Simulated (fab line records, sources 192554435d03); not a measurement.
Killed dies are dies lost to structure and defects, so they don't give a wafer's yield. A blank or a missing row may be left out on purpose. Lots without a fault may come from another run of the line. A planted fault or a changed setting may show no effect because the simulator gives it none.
Chamber matching | flow n5_finfet | N5_BEOL_M0_SAQP_CUT_ETCH_46 on rie_diel-03: 4 sister chambers
The step etches SOC in N2/H2, target depth 135 nm, overetch 27 nm, time 202.5 s. 4 wafers are shown with their chamber, then 8 later ones without.

WAFERS WITH THEIR CHAMBER
wafer  | chamber | throttle_valve_pct (%)
L081.6 | 2       | 17.74
L088.3 | 1       | 17.94
L088.4 | 3       | 18.10
L093.1 | 0       | 17.58

WAFERS WITHOUT THEIR CHAMBER
wafer  | throttle_valve_pct (%)
L093.2 | 17.95
L093.5 | 17.77
L095.4 | 17.59
L095.5 | 18.12
L095.6 | 17.59
L096.3 | 17.58
L096.5 | 17.77
L096.6 | 18.12

WHICH CHAMBER EACH WENT THROUGH
wafer  | from the rows above | in truth
L093.2 | 1                   | 1
L093.5 | 2                   | 2
L095.4 | 0                   | 0
L095.5 | 3                   | 3
L095.6 | 0                   | 0
L096.3 | 0                   | 0
L096.5 | 2                   | 2
L096.6 | 3                   | 3
Placed correctly: 8 of 8. Can't be placed from these rows: 0. Placed wrongly: 0.
How it was worked out, from the rows above alone: a wafer's distance from a chamber is the root of the sum, over the readings, of the square of ((its reading less the chamber's mean) divided by the reading's scatter). The wafer belongs to the nearest chamber; if the next one is less than 2 further off, it can't be placed. A chamber's mean is the mean of its shown wafers. The scatter: with one shown wafer a chamber, the root of the mean of the squares of how far each hidden wafer lies from its nearest shown one.
